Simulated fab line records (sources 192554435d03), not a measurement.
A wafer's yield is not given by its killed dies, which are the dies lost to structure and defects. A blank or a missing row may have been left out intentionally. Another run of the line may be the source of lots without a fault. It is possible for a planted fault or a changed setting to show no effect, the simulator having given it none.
Struck lot and sound lot, side by side | flow n5Finfet | 37 out of 1938 route steps
Sound: these wafers, L777.1, L777.3, L777.5. Struck: wafers L768.2, L768.3 (left out: L768.1, a lot-mate that was not struck); the cause follows at the end.
For every step that has rows: the tool of each side, followed by ch and its chambers, followed by its first start. Under that, the readings that differ: sound wafers | struck wafers | difference of the means | sigmas: that difference in standard deviations of wafers without a fault.
alike: readings whose means differ by less than 2 such deviations, and words and numbers that are the same on both sides. not compared: withheld readings, readings that some wafer has no value for, bounds like >300 that may hide the same value, and numbers for which the record gives no deviation and whose values overlap.
The two part at a step that has a row with sigmas, a row that says differs or no value, or rows on one side only. Non-overlapping numbers with no deviation appear without sigmas and do not part them. A reading missing from all wafers of one side parts the sides only when that side holds two or more wafers.

first, 9 steps without rows for these wafers: N5_BEOL_M11_ALD_74 (deposits TaN, target thk 2 nm, pulse time 2 s, purge time 3 s); N5_BEOL_M11_SURFACE_TREAT_76; N5_BEOL_M11_CVD_75 (deposits Co from CCTBA/H2, target thk 2 nm, time 138.9 s); N5_BEOL_M11_SPUTTER_48 (material Cu, target thk 12 nm, time 2 s); N5_BEOL_M11_ECD_50 (material Cu, target thk 318 nm); N5_BEOL_M11_ANNEAL_51 (time 90 s); N5_BEOL_M11_CMP_52 (polishes, stops on SiCOH lowk, t overpolish 7 s, target thk 140 nm); N5_BEOL_M11_PRE_CLEAN_55 (time 15 s); N5_BEOL_M11_DEP_56 (deposits SiCN from 3MS/NH3, target thk 30 nm, time 10.5 s).
N5_BEOL_M12_ILD_DEP_00: deposits SiOC from DEMS/O2, target thk 658.92 nm, time 130.7 s.
  sound on pecvd-04 ch 0,2, day 17 23:50; struck on pecvd-01 ch 0,2, day 15 08:46
reading                                      | sound             | struck      | difference | sigmas
runLengthS (s)                               | 174.8 176.0 174.9 | 135.8 135.6 | -39.5      | -79
model.SiOC_of_BEOL_M12_ILD_DEP_00.thkNm (nm) | 651.4 660.2 662   | 460 455.8   | -200       | 
  alike: heaterPowerW, showerheadPlenumPTorr, throttleValvePct
N5_BEOL_M12_THK_MEAS_01:
  sound on filmMetro-01 at day 18 00:01; struck on filmMetro-01 at day 15 08:53
reading          | sound       | struck  | difference | sigmas
M12_ILD_THK (nm) | 651 660 662 | 460 456 | -200       | -27
then, 10 steps without rows for these wafers: N5_BEOL_M12_COAT_58 (time 60 s, resist thk 89 nm); N5_BEOL_M12_COAT_04 (resist thk 400 nm); N5_BEOL_M12_EBR_06; N5_BEOL_M12_SOFTBAKE_05 (time 60 s); N5_BEOL_M12_EXPOSE_07 (exposes mask V11); N5_BEOL_M12_PEB_08 (peb time 90 s); N5_BEOL_M12_DEVELOP_09 (develop time 45 s); N5_BEOL_M12_HARDBAKE_14 (time 120 s); N5_BEOL_M12_DESCUM_15 (chemistry O2, time 7.9 s); N5_BEOL_M12_ETCH_59 (etches BARC in N2/H2, target depth 89 nm, overetch 26.7 nm, time 67.9 s).
N5_BEOL_M12_VIA_ETCH_16: etches SiOC in C4F8/O2/Ar, target depth 724.8 nm.
  sound on rieDiel-01 ch 0,3, day 18 00:37; struck on rieDiel-01 ch 0,2, day 15 09:38
reading                                   | sound             | struck    | difference | sigmas
model.etch.depthNm (nm)                   | 651.4 660.2 662.1 | 460 455.9 | -200       | 
model.coat_of_BEOL_M12_COAT_04.thkNm (nm) | 127.8 127.4 125.4 | 182 182.6 | +55        | 
  alike: drypumpMotorCurrentA, oesProductAu, rfVppV, showerheadPlenumPTorr, throttleValvePct
N5_BEOL_M12_STRIP_63: strips in N2/H2.
  sound on plasmaAsher-01 ch 0,1, day 18 00:50; struck on plasmaAsher-02 ch 0,1, day 15 09:50
reading                  | sound             | struck      | difference | sigmas
oesProductAu (a.u.)      | 0.696 0.697 0.701 | 0.728 0.734 | +0.033     | +7
stripTimeToEndpointS (s) | 43.8 43.7 43.1    | 58.0 58.2   | +14.6      | +19
  alike: drypumpMotorCurrentA, h2FlowSccm, heaterPowerW
  not compared: rfHoursCounterH
then, 12 steps without rows for these wafers: N5_BEOL_M12_STRIP_64 (strips in N2/H2); N5_BEOL_M12_STRIP_71 (strips in post etch residue remover, time 60 s); N5_BEOL_M12_SRD_72 (time 30 s, dry time 30 s); N5_BEOL_M12_COAT_65 (time 60 s, resist thk 300 nm); N5_BEOL_M12_COAT_66 (time 60 s, resist thk 110 nm); N5_BEOL_M12_COAT_22 (resist thk 300 nm); N5_BEOL_M12_EBR_24; N5_BEOL_M12_SOFTBAKE_23 (time 60 s); N5_BEOL_M12_EXPOSE_25 (exposes mask M12); N5_BEOL_M12_PEB_26 (peb time 90 s); N5_BEOL_M12_DEVELOP_27 (develop time 45 s); N5_BEOL_M12_HARDBAKE_32 (time 120 s).
N5_BEOL_M12_CMP_49: polishes, stops on SiOC, t overpolish 20.6 s, target thk 320 nm.
  sound on cmp-03 ch 0,3, day 18 04:46; struck on cmp-02 ch 2,3, day 15 13:28
reading                                      | sound           | struck      | difference | sigmas
model.SiOC_of_BEOL_M12_ILD_DEP_00.thkNm (nm) | 592.6 601 603.2 | 399.6 396.8 | -200.7     | 
  alike: motorCurrentA
N5_PASSIVATION_PROBE_49:
  only the struck wafers here have rows in the record (prober-01, day 16 22:35); the sound ones have none

== WHERE THEY PART ==
Last at N5_PASSIVATION_PROBE_49 as far as this record goes, first at N5_BEOL_M12_ILD_DEP_00.

WHY: what had been put in by the simulator
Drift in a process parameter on pecvd-01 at N5_BEOL_M12_ILD_DEP_00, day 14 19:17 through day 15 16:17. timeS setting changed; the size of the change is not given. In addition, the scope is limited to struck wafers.
